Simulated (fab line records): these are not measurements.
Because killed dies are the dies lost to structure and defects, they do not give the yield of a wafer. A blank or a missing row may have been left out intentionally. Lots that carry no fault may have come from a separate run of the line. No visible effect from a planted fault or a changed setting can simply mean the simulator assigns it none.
fab line records	flow n5Finfet
[record] lots = 10	wafers = 30	lastDay = 18
route steps=1938 shown BEOL_M1@833 BEOL_M2@848 BEOL_M4@1111 PASSIVATION@1936
lots with no fault: from the same line, run without faults
startH: hours from the record's opening day to when the first of the lot's shown wafers began	waitH: time in hours since the lot's previous step	" the same as in the row above	L1.1+2: one row covering several wafers at once	- no value, or no start given	* or withheld: withheld	< > ~ a bound
route shown NAME@n: NAME is a module with steps in the file, n the number in the route of the first one	usual: mean/standard deviation taken from wafers without a fault	same: alike in all rows	chamber/n: place in a boat	sites: per-site readings	_std_site: the standard deviation of these	_edge_site: mean of outer sites minus mean of inner sites	radiusMm: for every site, how far away it sits from the centre of the wafer	mask NAME#n: copy n	behind: the last tool/chamber to shape the wafer	hold: reason for holding the lot/hours on hold/outcome of the hold	device: the transistor (n, p or np) that didn't switch	end of line: tests of these same wafers at the route's end	for a step that has no rows: nothing shown but its recipe	killed: dies lost to structure and defects at the first sort, not the wafer's yield	map: a wafer's dies, x killed, . not, _ none there
set.NAME: setting as actually run; set.NAME@STEP: the setting as run at that earlier step	model.NAME: the simulator's own value behind a step, which no gauge read
route steps across a sampled set of lots; one table per step, one row per wafer
services: a tool's chamber out of use, with start hour (startH, from the record's first day; less than 0 if before it), hours out, and reason
[[steps]]
[step N5_BEOL_M1_CMP_52]
[recipe] stopOn = SiOC	tOverpolishS = 6.8	downForcePsi = 1	platenRpm = 50	clearingPlatenDownForcePsi = 1.5	clearingPlatenRpm = 50	postCmpClean = cuAlkaline	targetThkNm = 40	clearingPlatenPadVelocityMS = 0.99484	padVelocityMS = 0.99484
[usual] barrierFieldEndpointS = 24.9/0.73	motorCurrentA = 6.2/0.74	overpolishRunS = 6.800/0.0089	timeToEndpointS = 64/4
lot.wafer	tool	chamber	startH	waitH	barrierFieldEndpointS	motorCurrentA	overpolishRunS	timeToEndpointS
L586.1	cmp-02	2	144.34	0.3	24.0	6.9	6.810	62
L586.4	"	3	"	"	24.6	5.4	6.814	61
L586.5	"	2	"	"	25.3	7.1	6.804	65
L587.2	cmp-01	3	161.37	0.3	24.8	5.4	6.794	66
L587.3	"	0	"	"	26.0	6.2	6.800	71
L587.6	"	2	"	"	25.0	5.8	6.804	66
L590.1	cmp-02	3	166.51	0.3	23.7	5.9	6.801	57
L590.3	"	0	"	"	23.8	7.3	6.796	55
L590.5	"	3	"	"	24.9	6.0	6.812	61
L591.3	cmp-02	0	168.33	0.2	22.4	7.2	6.797	56
L591.4	"	1	"	"	24.5	5.8	6.784	64
L591.2	"	3	"	"	23.8	5.6	6.805	59
L592.3	cmp-01	0	178.88	0.2	26.0	6.2	6.803	68
L592.1	"	3	"	"	25.7	5.5	6.789	71
L592.6	"	0	"	"	26.0	6.2	6.796	70
L593.3	cmp-01	1	181.00	0.2	25.3	5.2	6.786	68
L593.2	"	2	"	"	25.1	6.0	6.779	65
L593.6	"	3	"	"	25.9	5.6	6.811	69
L594.4	cmp-01	2	183.66	0.1	25.4	5.9	6.806	65
L594.3	"	1	"	"	25.7	5.4	6.799	66
L594.5	"	3	"	"	25.0	5.3	6.803	64
L606.4	cmp-04	2	257.48	0.1	25.5	6.5	6.803	64
L606.2	"	3	"	"	25.9	5.0	6.800	71
L606.5	"	2	"	"	24.6	6.8	6.798	62
L607.4	cmp-02	0	265.55	0.1	25.1	7.0	6.805	65
L607.1	"	3	"	"	25.4	6.0	6.822	70
L607.5	"	0	"	"	25.3	7.1	6.801	64
L608.4	cmp-02	0	275.06	0.2	24.8	6.9	6.792	64
L608.1	"	2	"	"	25.1	6.8	6.795	65
L608.6	"	3	"	"	24.7	5.9	6.805	64
[step N5_BEOL_M1_THK_MEAS_53]
[recipe] thkMeasGauge = xrf	reads = Cu_of_BEOL_M1_ECD_50
[usual] M1_THK = 40.9/1.5
lot.wafer	tool	chamber	startH	waitH	M1_THK[nm]
L586.1	filmMetro-01	-	144.60	-	38.7
L586.4	"	-	"	"	40.6
L586.5	"	-	"	"	40.9
L587.2	filmMetro-01	-	161.59	-	41.4
L587.3	"	-	"	"	41.3
L587.6	"	-	"	"	41.4
L590.1	filmMetro-02	-	166.80	-	39.3
L590.3	"	-	"	"	39.5
L590.5	"	-	"	"	40.1
L591.2	filmMetro-02	-	168.63	-	40.2
L591.3	"	-	"	"	40.0
L591.4	"	-	"	"	42.6
L592.1	filmMetro-02	-	179.17	-	41.0
L592.3	"	-	"	"	42.5
L592.6	"	-	"	"	43.9
L593.2	filmMetro-02	-	181.22	-	40.3
L593.3	"	-	"	"	42.3
L593.6	"	-	"	"	42.4
L594.3	filmMetro-02	-	183.96	-	44.4
L594.4	"	-	"	"	42.7
L594.5	"	-	"	"	42.6
L606.2	filmMetro-02	-	257.77	-	40.5
L606.4	"	-	"	"	42.6
L606.5	"	-	"	"	41.4
L607.1	filmMetro-02	-	265.84	-	38.6
L607.4	"	-	"	"	38.9
L607.5	"	-	"	"	41.1
L608.1	filmMetro-01	-	275.32	-	38.8
L608.4	"	-	"	"	40.3
L608.6	"	-	"	"	38.5
[step N5_BEOL_M1_DEP_57]
[recipe] material = SiCN	targetThkA = 80	tempC = withheld	precursor = 3MS/NH3	pressureTorr = 3	rfW = 202	timeS = 14
[usual] showerheadPlenumPTorr = 3.666/0.013	throttleValvePct = 9.0/0.44
lot.wafer	tool	chamber	startH	waitH	showerheadPlenumPTorr	throttleValvePct
L586.1	pecvd-03	0	144.79	0.0	3.651	9.5
L586.4	"	2	"	"	3.691	8.1
L586.5	"	1	"	"	3.660	9.3
L587.2	pecvd-03	2	161.78	0.0	3.678	8.3
L587.3	"	0	"	"	3.665	9.4
L587.6	"	0	"	"	3.650	9.4
L590.1	pecvd-03	2	167.00	0.0	3.681	8.4
L590.3	"	0	"	"	3.656	9.2
L590.5	"	1	"	"	3.675	9.2
L591.2	pecvd-03	1	168.82	0.0	3.662	9.1
L591.3	"	0	"	"	3.647	9.6
L591.4	"	0	"	"	3.650	9.3
L592.1	pecvd-03	2	179.36	0.0	3.678	8.3
L592.3	"	0	"	"	3.659	9.8
L592.6	"	2	"	"	3.685	8.4
L593.2	pecvd-02	2	181.43	0.0	3.669	8.6
L593.3	"	2	"	"	3.662	8.7
L593.6	"	2	"	"	3.656	8.4
L594.3	pecvd-03	1	184.15	0.0	3.660	9.1
L594.4	"	2	"	"	3.680	8.5
L594.5	"	1	"	"	3.666	8.7
L606.2	pecvd-02	2	257.97	0.0	3.650	8.6
L606.4	"	2	"	"	3.658	8.5
L606.5	"	1	"	"	3.680	9.0
L607.1	pecvd-03	1	266.03	0.0	3.669	9.0
L607.4	"	0	"	"	3.664	9.5
L607.5	"	1	"	"	3.673	9.3
L608.1	pecvd-03	1	275.51	0.0	3.669	9.2
L608.4	"	0	"	"	3.651	9.5
L608.6	"	2	"	"	3.682	8.6
[step N5_BEOL_M2_COAT_05]
[recipe] resist = CAR-EUV	spinRpm = 1500	resistThkNm = 30
[usual] chillPlateTempC = 23.01/0.11	dispensePressureKPa = 45.3/1.6	spinSpeedRpm = 1500.1/1.3
lot.wafer	tool	chamber	startH	waitH	chillPlateTempC	dispensePressureKPa	spinSpeedRpm
L586.1	lithoTrack-04	0	145.88	-	22.91	43.8	1500.6
L586.4	"	0	"	"	23.05	43.8	1500.1
L586.5	"	0	"	"	22.94	43.8	1501.4
L587.2	lithoTrack-02	0	162.57	-	22.96	47.7	1502.7
L587.3	"	0	"	"	22.73	47.6	1501.2
L587.6	"	0	"	"	22.82	47.7	1499.8
L590.1	lithoTrack-02	0	169.32	-	23.14	47.7	1499.2
L590.3	"	0	"	"	23.05	47.7	1500.0
L590.5	"	0	"	"	23.13	47.7	1501.0
L591.2	lithoTrack-04	0	169.82	-	23.12	43.8	1500.4
L591.3	"	0	"	"	23.24	43.8	1500.9
L591.4	"	0	"	"	23.01	43.8	1500.5
L592.1	lithoTrack-04	0	180.08	-	23.04	43.8	1340.2
L592.3	"	0	"	"	22.92	43.7	1340.1
L592.6	"	0	"	"	22.98	43.8	1342.0
L593.2	lithoTrack-03	0	183.54	-	23.08	46.2	1499.7
L593.3	"	0	"	"	22.81	46.3	1500.4
L593.6	"	0	"	"	23.07	46.2	1499.1
L594.3	lithoTrack-04	0	185.40	-	23.01	43.8	1340.2
L594.4	"	0	"	"	23.12	43.8	1339.7
L594.5	"	0	"	"	23.01	43.8	1337.1
L606.2	lithoTrack-04	0	261.89	-	22.90	43.9	1499.9
L606.4	"	0	"	"	23.08	43.8	1500.8
L606.5	"	0	"	"	22.96	43.9	1498.8
L607.1	lithoTrack-03	0	267.25	-	22.82	46.3	1500.7
L607.4	"	0	"	"	22.97	46.2	1501.5
L607.5	"	0	"	"	22.90	46.3	1501.2
L608.1	lithoTrack-03	0	276.46	-	23.07	46.2	1501.3
L608.4	"	0	"	"	23.02	46.2	1499.3
L608.6	"	0	"	"	22.90	46.3	1499.0
[step N5_BEOL_M4_RC_MEAS_101]
[usual] DIBL_N = 35.9/1.4	DIBL_P = 35.9/1.7	IOFF_N = 0.160/0.026	IOFF_P = 0.21/0.036	ION_N = 672/11	ION_P = 461/8.1	SS_N = 71.4/0.54	SS_P = 73.2/0.67	VT_N = 249.3/2.7	VT_P = -250/3.9
lot.wafer	tool	chamber	startH	waitH	DIBL_N[mV/V]	DIBL_P[mV/V]	IOFF_N[nA/um]	IOFF_P[nA/um]	ION_N[uA/um]	ION_P[uA/um]	SS_N[mV/dec]	SS_P[mV/dec]	VT_N[mV]	VT_P[mV]
L586.1	prober-01	0	172.90	0.0	34.3	33.6	0.129	0.19	660	462	71.6	72.8	250.5	-248
L586.4	"	0	"	"	38.8	39.7	0.233	0.29	687	468	72.8	74.8	243.2	-244
L586.5	"	0	"	"	36.5	35.2	0.155	0.22	672	457	72.1	73.3	251.0	-247
L587.2	prober-01	0	192.44	0.2	34.8	34.6	0.127	0.20	660	460	71.4	71.7	253.8	-248
L587.3	"	0	"	"	36.4	37.3	0.172	0.26	683	474	71.5	73.3	250.2	-246
L587.6	"	0	"	"	32.5	32.9	0.114	0.19	669	470	70.7	72.3	250.5	-247
L591.2	prober-01	0	197.59	0.2	35.8	37.4	0.168	0.24	689	473	71.4	73.3	248.0	-249
L591.3	"	0	"	"	37.2	38.3	0.183	0.24	681	463	71.7	73.6	246.9	-247
L591.4	"	0	"	"	35.4	36.6	0.158	0.21	666	459	70.7	73.8	249.3	-252
L590.1	prober-01	0	206.52	0.0	37.4	35.6	0.178	0.20	674	456	71.8	73.3	247.8	-255
L590.3	"	0	"	"	37.1	36.0	0.178	0.21	686	458	71.6	73.6	249.2	-253
L590.5	"	0	"	"	35.0	33.4	0.136	0.16	664	448	71.7	72.4	253.0	-255
L592.1	prober-01	0	208.68	0.0	36.4	34.8	0.153	0.20	671	464	71.4	73.4	250.6	-250
L592.3	"	0	"	"	36.4	35.9	0.160	0.23	677	474	71.3	73.2	248.7	-247
L592.6	"	0	"	"	35.4	34.2	0.147	0.20	670	465	70.6	72.6	249.6	-246
L594.3	prober-02	0	221.33	0.3	35.6	34.3	0.140	0.19	666	456	71.3	72.4	253.3	-252
L594.4	"	0	"	"	35.7	35.1	0.142	0.19	663	457	70.9	72.9	251.2	-250
L594.5	"	0	"	"	36.2	34.6	0.146	0.19	670	462	71.1	72.4	250.4	-250
L593.2	prober-02	0	222.69	0.2	36.4	37.4	0.167	0.19	688	457	70.5	74.0	249.1	-254
L593.3	"	0	"	"	34.8	35.2	0.132	0.16	673	456	71.3	73.0	249.8	-256
L593.6	"	0	"	"	36.5	36.9	0.172	0.20	679	463	70.6	73.3	248.2	-251
L606.2	prober-02	0	291.75	0.2	40.2	39.1	0.228	0.27	677	468	72.5	74.4	246.0	-248
L606.4	"	0	"	"	35.4	34.9	0.132	0.19	672	462	70.7	72.5	252.0	-254
L606.5	"	0	"	"	37.4	37.0	0.165	0.22	682	465	71.2	73.3	247.7	-249
L607.1	prober-01	0	309.69	0.0	36.2	37.0	0.186	0.23	670	458	72.1	73.9	245.1	-248
L607.4	"	0	"	"	35.4	37.1	0.171	0.22	690	465	71.6	74.4	248.0	-250
L607.5	"	0	"	"	34.2	34.5	0.136	0.18	660	451	71.1	72.8	251.7	-253
L608.1	prober-02	0	316.26	0.0	36.1	36.2	0.149	0.18	665	456	71.0	72.9	252.6	-253
L608.4	"	0	"	"	35.0	35.4	0.136	0.17	678	459	70.9	73.7	253.1	-255
L608.6	"	0	"	"	38.2	39.4	0.190	0.24	675	462	71.5	74.2	249.5	-248
[step N5_PASSIVATION_PROBE_49]
[usual] defectLimitedYield = 90.9/1.5	killed_at_M0_to_M3 = 35/10	killed_at_M4_up = 14/5.2	killedAtContacts = 13/7.3	killedAtFrontEnd = 42/12	killedAtOther = 3.4/2.5	killedDies = 108/18	killedOpen = 70/13	killedShort = 35/8	sort_bin_4_leakage = 0.00/0.007	sort_bin_5_function = 5.4/1	sort_bin_6_memory = 3.4/0.71	sort_bin_8_speed = 0.00/0.0099	sortNPass = 1072/18	sortYieldPct = 90.9/1.5
[same] grossDies = 1180	killedAtBackSide = 0
lot.wafer	tool	chamber	startH	waitH	defectLimitedYield[%]	killed_at_M0_to_M3	killed_at_M4_up	killedAtContacts	killedAtFrontEnd	killedAtOther	killedDies	killedOpen	killedShort	sort_bin_4_leakage[%]	sort_bin_5_function[%]	sort_bin_6_memory[%]	sort_bin_8_speed[%]	sortNPass	sortYieldPct[%]
L586.1	prober-01	-	272.13	0.0	91.6	34	13	16	31	5	99	52	43	0	4.5	3.6	0	1081	91.6
L586.4	prober-01	-	272.28	0.2	90.9	43	9	14	39	2	107	58	41	0.08	4.7	3.6	0	1072	90.8
L586.5	prober-01	-	272.33	0.2	92.6	27	11	7	34	8	87	55	28	0	4.3	2.5	0	1093	92.6
L587.2	prober-01	-	294.16	0.1	92.0	38	13	6	28	9	94	58	28	0	4.9	2.5	0	1086	92.0
L587.3	prober-01	-	294.21	0.1	92.2	38	13	18	22	1	92	60	28	0	4.5	3.1	0	1088	92.2
L587.6	prober-01	-	294.36	0.3	92.5	32	11	19	25	2	89	58	29	0	4.1	2.9	0	1091	92.5
L591.2	prober-01	-	299.93	0.1	92.5	46	9	9	21	3	88	45	41	0	4.4	2.5	0	1092	92.5
L591.3	prober-01	-	299.98	0.1	91.3	49	14	10	29	1	103	65	38	0	4.7	3.6	0	1077	91.3
L591.4	prober-01	-	300.03	0.2	92.6	48	13	4	20	2	87	54	32	0	4.3	2.8	0	1093	92.6
L590.1	prober-02	-	303.40	0.0	92.1	29	11	19	31	3	93	57	34	0	4.2	3.5	0	1087	92.1
L590.3	prober-02	-	303.50	0.1	92.0	22	22	9	37	4	94	54	36	0	5.4	2.2	0	1086	92.0
L590.5	prober-02	-	303.60	0.2	90.6	24	16	22	45	4	111	82	26	0	5.3	3.9	0	1069	90.6
L594.3	prober-01	-	317.58	0.1	88.8	43	6	19	60	4	132	85	41	0	5.9	4.7	0	1048	88.8
L594.4	prober-01	-	317.63	0.2	91.4	34	13	15	39	1	102	61	39	0	4.9	3.3	0	1078	91.4
L594.5	prober-01	-	317.68	0.2	89.2	43	13	20	51	1	128	83	39	0	5.3	4.7	0	1052	89.2
L592.1	prober-02	-	320.97	0.0	92.4	43	12	7	22	6	90	62	28	0	4.9	2.4	0	1090	92.4
L592.3	prober-02	-	321.07	0.1	91.8	30	14	6	47	0	97	67	26	0	5.3	2.8	0	1083	91.8
L592.6	prober-02	-	321.22	0.3	90.1	37	25	5	48	2	117	77	39	0	6.2	3.6	0	1063	90.1
L593.2	prober-02	-	325.42	0.1	91.4	42	11	16	31	2	102	57	44	0	4.9	3.5	0	1078	91.4
L593.3	prober-02	-	325.47	0.1	87.8	58	22	26	34	4	144	93	47	0	7.9	4.2	0	1036	87.8
L593.6	prober-02	-	325.62	0.3	90.3	42	8	11	46	8	115	66	49	0	6.1	3.2	0	1065	90.3
L606.2	prober-01	-	404.13	0.1	92.3	22	9	13	45	2	91	64	26	0	4.1	3.3	0	1089	92.3
L606.4	prober-01	-	404.23	0.2	93.9	18	14	18	21	1	72	47	23	0	3.5	2.5	0	1108	93.9
L606.5	prober-01	-	404.28	0.2	90.5	24	13	26	48	1	112	70	39	0	5.2	4.0	0	1068	90.5
L607.1	prober-01	-	417.87	0.0	91.9	27	10	7	49	2	95	57	36	0	4.7	3.0	0	1085	91.9
L607.4	prober-01	-	418.02	0.2	92.3	33	11	6	29	12	91	51	39	0	4.6	2.8	0	1089	92.3
L607.5	prober-01	-	418.07	0.2	89.7	35	11	22	47	6	121	85	36	0	6.2	3.6	0	1059	89.7
L608.1	prober-02	-	429.93	0.0	91.4	33	6	12	47	3	101	70	31	0	4.9	3.1	0	1079	91.4
L608.4	prober-02	-	430.08	0.2	90.6	34	12	22	42	1	111	72	37	0	5.2	4.0	0.08	1069	90.6
L608.6	prober-02	-	430.18	0.3	88.5	36	17	42	36	5	136	94	41	0	7.5	3.8	0	1044	88.5
// killed by level:class
L586.1 BEOL_M0_SAQP:geometricParticle:short=12 MOL_CONTACT_COAG:geometricParticle:open=10 DUMMY_GATE:geometricParticle:open=9 BEOL_M1:geometricParticle:open=6 FIN_SAQP:geometricParticle:short=5 MOL_CONTACT_COAG:geometricParticle:short=5 BEOL_M4:geometricParticle:open=5 STARTING-WAFER:geometricParticle:short=5
L586.4 BEOL_M1:geometricParticle:open=12 MOL_CONTACT_COAG:geometricParticle:open=11 BEOL_M0_SAQP:geometricParticle:short=10 FIN_SAQP:geometricParticle:short=9 BEOL_M1:geometricParticle:short=7 BEOL_M0_SAQP:geometricParticle:open=6 BEOL_M2:geometricParticle:open=5 HKMG_FIN:areaEtch=5
L586.5 GATE_CUT:geometricParticle:open=9 BEOL_M0_SAQP:geometricParticle:open=7 BEOL_M0:geometricParticle:open=7 GATE_CUT:geometricParticle:short=6 MOL_CONTACT_COAG:geometricParticle:open=6 STI_FIN_REVEAL:geometricParticle:open=5 BEOL_M0_SAQP:geometricParticle:short=3 BEOL_M1:geometricParticle:open=3
L587.2 BEOL_M0_SAQP:geometricParticle:open=9 STI_FIN_REVEAL:geometricParticle:open=7 BEOL_M3:geometricParticle:open=6 PASS1_CAP:geometricParticle:short=6 FIN_SAQP:geometricParticle:open=5 MOL_CONTACT_COAG:geometricParticle:open=5 BEOL_M0:geometricParticle:open=5 BEOL_M1:geometricParticle:open=4
L587.3 MOL_CONTACT_COAG:geometricParticle:open=13 BEOL_M1:geometricParticle:open=9 FIN_SAQP:geometricParticle:open=6 BEOL_M1:geometricParticle:short=5 BEOL_M3:geometricParticle:open=5 MOL_CONTACT_COAG:geometricParticle:short=4 BEOL_M0_SAQP:geometricParticle:short=4 BEOL_M0:geometricParticle:open=4
L587.6 MOL_CONTACT_COAG:geometricParticle:open=17 BEOL_M3:geometricParticle:open=11 FIN_SAQP:geometricParticle:open=9 BEOL_M1:geometricParticle:open=5 BEOL_M0_SAQP:geometricParticle:short=4 BEOL_M1:geometricParticle:short=4 BEOL_M4:geometricParticle:open=4 FIN_SAQP:geometricParticle:short=3
L591.2 BEOL_M0_SAQP:geometricParticle:short=16 BEOL_M0_SAQP:geometricParticle:open=11 FIN_SAQP:geometricParticle:short=6 MOL_CONTACT_COAG:geometricParticle:open=6 BEOL_M3:geometricParticle:open=6 FIN_SAQP:geometricParticle:open=3 STI_FIN_REVEAL:geometricParticle:open=3 BEOL_M4:geometricParticle:open=3
L591.3 BEOL_M0_SAQP:geometricParticle:open=15 BEOL_M0_SAQP:geometricParticle:short=12 BEOL_M2:geometricParticle:open=11 BEOL_M5:geometricParticle:open=7 STI_FIN_REVEAL:geometricParticle:open=6 MOL_CONTACT_COAG:geometricParticle:short=5 MOL_CONTACT_COAG:geometricParticle:open=5 FIN_SAQP:geometricParticle:short=4
L591.4 BEOL_M0_SAQP:geometricParticle:short=13 BEOL_M0_SAQP:geometricParticle:open=10 BEOL_M4:geometricParticle:open=7 BEOL_M1:geometricParticle:open=6 BEOL_M3:geometricParticle:open=6 STARTING-WAFER:geometricParticle:open=6 BEOL_M3:geometricParticle:short=5 DUMMY_GATE:geometricParticle:open=4
L590.1 MOL_CONTACT_COAG:geometricParticle:open=16 FIN_SAQP:geometricParticle:open=9 BEOL_M0_SAQP:geometricParticle:short=9 FIN_SAQP:geometricParticle:short=7 STI_FIN_REVEAL:geometricParticle:open=5 BEOL_M2:geometricParticle:open=5 GATE_CUT:geometricParticle:short=4 BEOL_M0_SAQP:geometricParticle:open=4
L590.3 STI_FIN_REVEAL:geometricParticle:open=12 BEOL_M0_SAQP:geometricParticle:short=8 BEOL_M4:geometricParticle:open=6 BEOL_M5:geometricParticle:short=6 MOL_CONTACT_COAG:geometricParticle:open=6 BEOL_M0_SAQP:geometricParticle:open=6 FIN_SAQP:geometricParticle:open=4 FIN_SAQP:geometricParticle:short=4
L590.5 MOL_CONTACT_COAG:geometricParticle:open=20 FIN_SAQP:geometricParticle:open=15 STI_FIN_REVEAL:geometricParticle:open=13 BEOL_M0_SAQP:geometricParticle:open=9 FIN_SAQP:geometricParticle:short=5 BEOL_M0_SAQP:geometricParticle:short=4 BEOL_M1:geometricParticle:short=4 BEOL_M5:geometricParticle:open=4
L594.3 STI_FIN_REVEAL:geometricParticle:open=27 MOL_CONTACT_COAG:geometricParticle:open=14 BEOL_M0_SAQP:geometricParticle:short=11 BEOL_M3:geometricParticle:open=8 GATE_CUT:geometricParticle:short=8 BEOL_M0_SAQP:geometricParticle:open=7 FIN_SAQP:geometricParticle:open=6 STI_FIN_REVEAL:geometricParticle:short=5
L594.4 MOL_CONTACT_COAG:geometricParticle:open=13 BEOL_M0_SAQP:geometricParticle:short=10 BEOL_M0_SAQP:geometricParticle:open=9 STI_FIN_REVEAL:geometricParticle:open=6 GATE_CUT:geometricParticle:short=6 FIN_SAQP:geometricParticle:open=5 STI_FIN_REVEAL:geometricParticle:short=4 BEOL_M1:geometricParticle:open=4
L594.5 MOL_CONTACT_COAG:geometricParticle:open=18 BEOL_M0_SAQP:geometricParticle:short=14 BEOL_M0_SAQP:geometricParticle:open=13 STI_FIN_REVEAL:geometricParticle:open=12 GATE_CUT:geometricParticle:short=8 FIN_SAQP:geometricParticle:open=6 STARTING-WAFER:geometricParticle:open=6 BEOL_M3:geometricParticle:open=6
L592.1 BEOL_M0_SAQP:geometricParticle:open=17 BEOL_M0_SAQP:geometricParticle:short=9 BEOL_M2:geometricParticle:open=7 MOL_CONTACT_COAG:geometricParticle:open=6 BEOL_M4:geometricParticle:open=6 FIN_SAQP:geometricParticle:short=4 GATE_CUT:geometricParticle:short=4 BEOL_M3:geometricParticle:open=4
L592.3 GATE_CUT:geometricParticle:short=11 FIN_SAQP:geometricParticle:open=10 BEOL_M2:geometricParticle:open=10 BEOL_M0_SAQP:geometricParticle:open=6 STI_FIN_REVEAL:geometricParticle:open=5 MOL_CONTACT_COAG:geometricParticle:open=5 ILD0:geometricParticle:open=4 GATE_CUT:geometricParticle:open=4
L592.6 BEOL_M4:geometricParticle:open=11 STI_FIN_REVEAL:geometricParticle:open=10 BEOL_M0_SAQP:geometricParticle:open=9 BEOL_M1:geometricParticle:open=9 BEOL_M2:geometricParticle:open=7 BEOL_M8:geometricParticle:open=6 FIN_SAQP:geometricParticle:short=5 BEOL_M0_SAQP:geometricParticle:short=5
L593.2 FIN_SAQP:geometricParticle:short=17 MOL_CONTACT_COAG:geometricParticle:open=12 BEOL_M0_SAQP:geometricParticle:open=12 BEOL_M0_SAQP:geometricParticle:short=9 FIN_SAQP:geometricParticle:open=7 BEOL_M1:geometricParticle:open=6 BEOL_M4:geometricParticle:open=6 BEOL_M2:geometricParticle:open=5
L593.3 MOL_CONTACT_COAG:geometricParticle:open=19 FIN_SAQP:geometricParticle:short=13 BEOL_M1:geometricParticle:open=13 BEOL_M4:geometricParticle:open=10 BEOL_M0_SAQP:geometricParticle:short=9 BEOL_M0_SAQP:geometricParticle:open=8 BEOL_M3:geometricParticle:open=8 MOL_CONTACT_COAG:geometricParticle:short=7
L593.6 FIN_SAQP:geometricParticle:short=14 FIN_SAQP:geometricParticle:open=11 BEOL_M0_SAQP:geometricParticle:short=11 BEOL_M3:geometricParticle:open=10 MOL_CONTACT_COAG:geometricParticle:open=8 BEOL_M0_SAQP:geometricParticle:open=6 BEOL_M1:geometricParticle:open=5 BEOL_M5:geometricParticle:open=4
L606.2 MOL_CONTACT_COAG:geometricParticle:open=11 FIN_SAQP:geometricParticle:open=8 GATE_CUT:geometricParticle:short=7 STI_FIN_REVEAL:geometricParticle:open=6 BEOL_M0_SAQP:geometricParticle:open=6 BEOL_M3:geometricParticle:open=6 ILD0:geometricParticle:open=5 GATE_CUT:geometricParticle:open=5
L606.4 MOL_CONTACT_COAG:geometricParticle:open=12 MOL_CONTACT_COAG:geometricParticle:short=6 STI_FIN_REVEAL:geometricParticle:open=5 BEOL_M2:geometricParticle:open=4 BEOL_M4:geometricParticle:open=4 FIN_SAQP:geometricParticle:short=3 BEOL_M8:geometricParticle:open=3 BEOL_M1:geometricParticle:open=3
L606.5 MOL_CONTACT_COAG:geometricParticle:open=17 STI_FIN_REVEAL:geometricParticle:open=14 MOL_CONTACT_COAG:geometricParticle:short=9 BEOL_M3:geometricParticle:open=9 FIN_SAQP:geometricParticle:short=6 BEOL_M2:geometricParticle:open=6 FIN_SAQP:geometricParticle:open=5 DUMMY_GATE:geometricParticle:short=5
L607.1 FIN_SAQP:geometricParticle:open=17 FIN_SAQP:geometricParticle:short=13 BEOL_M0_SAQP:geometricParticle:short=6 MOL_CONTACT_COAG:geometricParticle:open=6 BEOL_M2:geometricParticle:open=5 BEOL_M4:geometricParticle:open=5 GATE_CUT:geometricParticle:short=4 BEOL_M0_SAQP:geometricParticle:open=4
L607.4 FIN_SAQP:geometricParticle:short=10 BEOL_M2:geometricParticle:open=7 BEOL_M0:geometricParticle:open=6 FIN_SAQP:geometricParticle:open=5 MOL_CONTACT_COAG:geometricParticle:open=5 BEOL_M0_SAQP:geometricParticle:short=5 BEOL_M0_SAQP:geometricParticle:open=4 BEOL_M4:geometricParticle:open=4
L607.5 FIN_SAQP:geometricParticle:open=17 MOL_CONTACT_COAG:geometricParticle:open=15 FIN_SAQP:geometricParticle:short=13 STI_FIN_REVEAL:geometricParticle:open=9 BEOL_M2:geometricParticle:open=9 BEOL_M0_SAQP:geometricParticle:open=8 MOL_CONTACT_COAG:geometricParticle:short=7 BEOL_M4:geometricParticle:open=7
L608.1 STI_FIN_REVEAL:geometricParticle:open=16 BEOL_M0_SAQP:geometricParticle:open=11 BEOL_M0_SAQP:geometricParticle:short=11 MOL_CONTACT_COAG:geometricParticle:open=10 FIN_SAQP:geometricParticle:open=9 BEOL_M3:geometricParticle:open=5 STARTING-WAFER:geometricParticle:open=4 FIN_SAQP:geometricParticle:short=3
L608.4 MOL_CONTACT_COAG:geometricParticle:open=21 FIN_SAQP:geometricParticle:open=10 STI_FIN_REVEAL:geometricParticle:open=10 BEOL_M0_SAQP:geometricParticle:short=9 BEOL_M0:geometricParticle:open=7 BEOL_M0_SAQP:geometricParticle:open=4 STARTING-WAFER:geometricParticle:short=4 FIN_SAQP:geometricParticle:short=3
L608.6 MOL_CONTACT_COAG:geometricParticle:open=38 STI_FIN_REVEAL:geometricParticle:open=13 BEOL_M0_SAQP:geometricParticle:short=11 BEOL_M0_SAQP:geometricParticle:open=8 FIN_SAQP:geometricParticle:open=6 BEOL_M2:geometricParticle:open=5 BEOL_M4:geometricParticle:open=5 FIN_SAQP:geometricParticle:short=4
[[services]]
tool	chamber	startH	hours	kind
pecvd-03	2	138.28	2.1	scheduledDown
pecvd-02	-	149.20	1.5	repair
cmp-02	-	149.95	1.8	repair
cmp-04	-	158.07	4.0	pm
cmp-02	-	158.13	5.8	repair
pecvd-02	0	162.79	21.3	repair
cmp-04	-	163.54	6.9	pm
pecvd-02	-	174.89	0.7	repair
cmp-04	-	182.52	2.2	repair
pecvd-02	-	185.19	4.3	pm
cmp-04	-	190.31	1.1	repair
cmp-01	-	197.77	4.0	pm
cmp-01	-	201.77	-	consumableReplace:conditioner
cmp-01	-	201.77	-	consumableReplace:pad
pecvd-03	-	212.33	5.2	repair
cmp-04	-	212.95	18.4	pm
pecvd-02	1	234.64	2.1	scheduledDown
cmp-02	-	251.11	4.0	pm
lithoTrack-02	-	251.69	-	consumableReplace:filter
cmp-02	-	255.11	-	consumableReplace:conditioner
cmp-02	-	255.11	-	consumableReplace:pad
cmp-01	-	256.07	10.5	repair
cmp-04	-	265.44	5.6	pm
pecvd-03	-	266.75	2.8	pm
[[key]]
[firstSign] step = N5_BEOL_M2_COAT_05	reading = spinSpeedRpm	direction = down	sigmas = 99+	usual = *	struck = *
effect none on later readings
metAt N5_BEOL_M2_COAT_05
struckLots L592,L594
notActingAt N5_BEOL_M1_CMP_52,N5_BEOL_M1_THK_MEAS_53,N5_BEOL_M1_DEP_57
onsetBetween 169.82 180.08
[fault] kind = processParameterDrift	tool = lithoTrack-04	chamber = -	onsetH = 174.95	steps = N5_BEOL_M2_COAT_05	channel = spinRpm	offset = *	shape = step	endH = 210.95	actsIn = *	stated = *
